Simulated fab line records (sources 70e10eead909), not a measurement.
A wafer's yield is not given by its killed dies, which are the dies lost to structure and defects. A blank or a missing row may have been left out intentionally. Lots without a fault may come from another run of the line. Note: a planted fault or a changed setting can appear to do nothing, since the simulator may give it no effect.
A struck lot beside a sound one | flow nand harc | 14 out of 1302 route steps
Sound: the wafers L928.1, L928.2, L928.6. Wafers struck: L934.1, L934.2, L934.6. Last of all comes the cause.
Per side, at each step with rows, come the tool, then ch with its chambers, and then its first start. Under that, the readings that differ: sound wafers | struck wafers | difference of the means | sigmas: that difference in standard deviations of wafers without a fault.
alike: readings whose means differ by less than 2 such deviations, and words and numbers that are the same on both sides. not compared: withheld readings, readings that some wafer has no value for, bounds like >300 that may hide the same value, and numbers for which the record gives no deviation and whose values overlap.
The two part at a step that has a row with sigmas, a row that says differs or no value, or rows on one side only. Non-overlapping numbers with no deviation appear without sigmas and do not part them. A reading that every wafer of one side lacks parts them only if that side has two wafers or more.

NHARC_A_M1_CD_MEAS_09: target cd 120 nm.
  sound on cd sem-02 ch 0, day 26 09:46; struck on cd sem-01 ch 0, day 28 13:01
  alike: cd nm
NHARC_A_M1_OVL_MEAS_10: pitch 240 nm.
  sound: overlay-02 at day 26 09:52; struck: overlay-01 at day 28 13:07
  alike: overlay x nm, overlay y nm
NHARC_A_M1_INSPECT_11:
  sound: defect inspect-02 at day 26 09:53; struck: defect inspect-02 at day 28 13:08
  alike: raw defect count
then, 2 steps without rows for these wafers: NHARC_A_M1_DESCUM_14 (chemistry O2, time 3 s); NHARC_A_M1_ETCH_35 (etches the open film in N2/H2, target depth 40 nm, overetch 12 nm, time 43.94 s).
NHARC_A_M1_ETCH_15: etches the open film in C4F8/Ar, target depth 182.5 nm, time 91.2 s.
  sound on rie diel-07 ch 0,1,3; struck on rie diel-07 ch 1,2,3
  alike: oes product au, rf vpp V
  not compared: rf hours counter h
NHARC_A_M1_CD_MEAS_16:
  sound: cd sem-01 at day 26 10:16; struck: cd sem-01 at day 28 13:31
  alike: cd nm
then, 1 step without rows for these wafers: NHARC_A_M1_STRIP_18 (strips in N2/H2).
NHARC_A_M1_ETCH_28: etches the open film in CF4/N2, target depth 30 nm, time 72.99 s.
  sound on rie diel-12 ch 0,2,3; struck on rie diel-08 ch 0,2
  alike: drypump motor current A, oes product au, rf vpp V, showerhead plenum p Torr, throttle valve pct
  not compared: rf hours counter h
then, 1 step without rows for these wafers: NHARC_A_M1_STRIP_19 (strips in post etch residue remover, time 600 s).
NHARC_A_M1_DEGAS_29: time 60 s.
  sound: pvd sputter-03 at day 26 11:03; struck: pvd sputter-02 at day 28 14:13
  alike: heater power w, susceptor temp C
NHARC_A_M1_PRE_CLEAN_30: time 30 s.
  sound on pvd sputter-03; struck on pvd sputter-02
  alike: heater power w, susceptor temp C
NHARC_A_M1_PVD_20: deposits TaN, target thk 5 nm, time 8.06 s.
  sound: pvd sputter-03 at day 26 11:11; struck: pvd sputter-02 at day 28 14:21
  no value came back on the struck wafers for bias v (V), cathode dc power W (W), throttle valve pct (%); on the sound wafers bias v (V) reads 168.3 168.4 168.8
NHARC_A_M1_PVD_21: deposits Cu, target thk 30 nm, time 20.49 s.
  sound on pvd sputter-03; struck on pvd sputter-02
  alike: cathode dc power W, chamber pressure pa, throttle valve pct

## WHERE THEY PART
Only at NHARC_A_M1_PVD_20, as far as this record shows. Later steps at which nothing parts them and some readings are alike: NHARC_A_M1_PVD_21.

WHY: what the simulator had put in
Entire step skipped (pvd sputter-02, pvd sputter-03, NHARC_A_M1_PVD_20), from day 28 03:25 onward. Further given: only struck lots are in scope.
